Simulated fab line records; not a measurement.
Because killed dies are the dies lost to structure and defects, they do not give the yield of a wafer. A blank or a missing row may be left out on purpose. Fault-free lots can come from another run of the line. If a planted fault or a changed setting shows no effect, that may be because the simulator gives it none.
A struck lot beside a sound one ; flow nandHarc ; 14 out of 1159 route steps
Sound: wafers L499.2, L499.3, L499.4. The struck wafers were L500.2, L500.3, L500.5. At the end, the cause is stated.
At each step with rows: each side's tool, then ch and its chambers, then its first start. Under that, the readings that differ: sound wafers ; struck wafers ; difference of the means ; sigmas: that difference in standard deviations of wafers without a fault.
alike: a reading whose means differ by less than 2 such deviations, as well as words and numbers matching on both sides. not compared: withheld readings; readings where some wafer has no value; bounds like >300 that might hide an equal value; numbers whose values overlap and for which the record gives no deviation.
A row with sigmas, a row that says differs or no value, or rows on one side alone: a step with any of these is where the two part. Numbers that have no deviation but don't overlap get no sigmas and don't part them. A reading missing from all wafers of one side parts the sides only when that side holds two or more wafers.

NHARC_A_WL_FILL_STRIP_27: strips in N2/H2, time 20 s.
  sound on plasmaAsher-01 ch 0,1, day 15 07:32; struck on plasmaAsher-01 ch 0, day 16 02:48
  alike: drypumpMotorCurrentA, heaterPowerW
  not compared: rfHoursCounterH
then, 4 steps without rows for these wafers: NHARC_A_WL_FILL_STRIP_28 (strips in post etch residue remover, time 1200 s); NHARC_A_WL_FILL_PRECLEAN_06 (cleans in DIW, time 300 s); NHARC_A_WL_FILL_SRD_07; NHARC_A_WL_FILL_ANNEAL_08 (time 1800 s).
NHARC_A_WL_FILL_ALD_10: deposits SiO2, target thk 50 nm, pulse time 10 s, ald cycles 500.
  sound on aldHk-04 ch 1,2,3, day 15 13:46; struck on aldHk-01 ch 0,2,3, day 16 09:56
  alike: heaterPowerW, precursorPulseHeightRel
NHARC_A_WL_FILL_ETCHBACK_16: etches the open film in C4F8/O2/Ar, target depth 88 nm, time 17.6 s.
  sound: rieDiel-05 ch 0,2,3; struck: rieDiel-03 ch 1,2,3
reading;sound;struck;difference;sigmas
oesProductAu (a.u.);0.994 1.000 1.002;0.924 0.943 0.931;-0.066;-2
  alike: chamberPressureMTorr, rfVppV
  not compared: rfHoursCounterH
then, 1 step without rows for these wafers: NHARC_A_WL_FILL_STRIP_29 (strips in O2, time 20 s).
NHARC_A_WL_FILL_ETCHBACK_17: etches the open film in Cl2/BCl3, target depth 4 nm, time 26.7 s.
  sound on rieMetal-03 ch 1, day 15 18:43; struck on rieMetal-03 ch 0,1, day 16 13:43
  alike: chamberPressureMTorr, drypumpMotorCurrentA, oesProductAu
  not compared: rfHoursCounterH
then, 2 steps without rows for these wafers: NHARC_A_WL_FILL_PRECLEAN_18 (cleans in dHF, time 30 s); NHARC_A_WL_FILL_SRD_21.
NHARC_A_WL_FILL_CVD_23: deposits poly-Si, target thk 40 nm, time 800 s.
  sound on lpcvdPoly-04 ch 0, day 15 21:10; struck on lpcvdPoly-01 ch 0, day 17 21:34
reading;sound;struck;difference;sigmas
zonePowerLowerPct (%);8.9 8.7 8.9;7.5 7.4 7.4;-1.4;-2
NHARC_A_WL_FILL_ETCHBACK_26: etches the open film in HBr, target depth 52 nm, time 13.3 s.
  sound on rieSi-05 ch 0,1,2, day 15 23:44; struck on rieSi-01 ch 2,3, day 18 00:08
  alike: chamberPressureMTorr, drypumpMotorCurrentA, oesProductAu, throttleValvePct
  not compared: rfHoursCounterH
-- record jumps: 7 days between struck wafers' starts before vs after; left off in module A_WL_FILL, resumes in module END, first step shown is number 1159 of the route --
NHARC_END_SORT_01:
  sound on prober-01 ch 0, day 23 01:34; struck on prober-01 ch 0, day 24 23:13
  alike: killedAtArray, killedAtOther, killedAtPeriphery, killedDies, killedOpen, killedShort

== WHERE THEY PART ==
Last at NHARC_A_WL_FILL_CVD_23 as far as this record goes, first at NHARC_A_WL_FILL_ETCHBACK_16. Later steps at which nothing parts them and some readings are alike: NHARC_A_WL_FILL_ETCHBACK_26, NHARC_END_SORT_01.

WHY: whatever the simulator had introduced
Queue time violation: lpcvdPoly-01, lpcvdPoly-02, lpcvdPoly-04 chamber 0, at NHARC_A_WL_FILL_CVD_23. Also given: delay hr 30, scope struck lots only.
